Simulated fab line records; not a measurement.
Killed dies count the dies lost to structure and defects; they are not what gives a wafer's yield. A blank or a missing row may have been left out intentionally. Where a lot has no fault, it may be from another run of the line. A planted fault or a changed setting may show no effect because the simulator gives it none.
Matching of chambers / flow nandHarc / NHARC_A_CONTACT_DEP_29 on pecvd-01 has 3 sister chambers
The step deposits SiON, target thk 100 nm. 6 wafers are shown with their chamber, then 7 later ones without.

## WAFERS WITH THEIR CHAMBER
wafer=L079.2; chamber=2; heaterPowerW (W)=782
wafer=L087.1; chamber=1; heaterPowerW (W)=710
wafer=L087.4; chamber=0; heaterPowerW (W)=850
wafer=L087.6; chamber=1; heaterPowerW (W)=719
wafer=L089.1; chamber=0; heaterPowerW (W)=837
wafer=L089.3; chamber=2; heaterPowerW (W)=677

## WAFERS WHOSE CHAMBER IS MISSING
wafer=L089.6; heaterPowerW (W)=737
wafer=L088.1; heaterPowerW (W)=763
wafer=L088.2; heaterPowerW (W)=730
wafer=L088.5; heaterPowerW (W)=743
wafer=L095.3; heaterPowerW (W)=982
wafer=L095.5; heaterPowerW (W)=636
wafer=L095.6; heaterPowerW (W)=700

## THE CHAMBER EACH PASSED THROUGH
wafer=L089.6; from the rows above=can't be placed: 2 or 1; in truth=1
wafer=L088.1; from the rows above=can't be placed: 2 or 1 or 0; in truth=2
wafer=L088.2; from the rows above=can't be placed: 2 or 1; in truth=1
wafer=L088.5; from the rows above=can't be placed: 2 or 1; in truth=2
wafer=L095.3; from the rows above=0; in truth=0
wafer=L095.5; from the rows above=can't be placed: 1 or 2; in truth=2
wafer=L095.6; from the rows above=can't be placed: 1 or 2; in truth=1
1 of 7 placed correctly. Can't be placed from these rows: 6 (the true chamber is among the candidates in 6). Placed wrongly: 0.
How it was worked out, from the rows above alone: a wafer's distance from a chamber is the root of the sum, over the readings, of the square of ((its reading less the chamber's mean) divided by the reading's scatter). If the next closest chamber is less than 2 further off than the closest, the wafer can't be placed; otherwise it belongs to the closest. The mean given for a chamber averages the wafers shown for that chamber. The scatter: the root of (the sum of the squares of (reading less its chamber's mean) over the shown wafers, divided by (wafers less chambers)).
